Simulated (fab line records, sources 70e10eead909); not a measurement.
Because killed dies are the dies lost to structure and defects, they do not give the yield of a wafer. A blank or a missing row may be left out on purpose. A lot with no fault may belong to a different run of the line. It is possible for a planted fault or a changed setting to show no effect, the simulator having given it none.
Chamber matching -- flow nand_harc -- NHARC_A_STAIRCASE_DEP_301 on pecvd-03: 3 sister chambers
The step deposits SiON, target thk 30 nm. 6 wafers are shown with their chamber, then 7 later ones without.

== EACH WAFER AND ITS CHAMBER ==
wafer,chamber,heater_power_w (W),heater_power_outer_w (W)
L701.4,0,748,462
L704.3,0,759,471
L705.5,2,609,378
L705.6,1,811,444
L708.3,2,625,387
L708.4,1,797,439

== WAFERS WHOSE CHAMBER IS MISSING ==
wafer,heater_power_w (W),heater_power_outer_w (W)
L708.5,720,428
L711.1,835,450
L711.3,779,477
L711.4,844,459
L712.1,582,362
L712.3,807,487
L712.4,824,439

== THE CHAMBER EACH PASSED THROUGH ==
wafer,from the rows above,in truth
L708.5,can't be placed: 0 or 1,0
L711.1,1,1
L711.3,0,0
L711.4,1,1
L712.1,2,2
L712.3,can't be placed: 0 or 1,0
L712.4,1,1
Correct placement for 5 of the 7. From these rows, 2 cannot be placed; in 2 the true chamber is one of the candidates. Number placed wrongly: 0.
How it was worked out, from the rows above alone: a wafer's distance from a chamber is the root of the sum, over the readings, of the square of ((its reading less the chamber's mean) divided by the reading's scatter). The wafer belongs to the nearest chamber; if the next one is less than 2 further off, it can't be placed. The mean given for a chamber averages the wafers shown for that chamber. How the scatter is found: for the shown wafers, subtract from each reading the mean of its chamber, square and add these, divide the total by (wafers less chambers), then take the root.
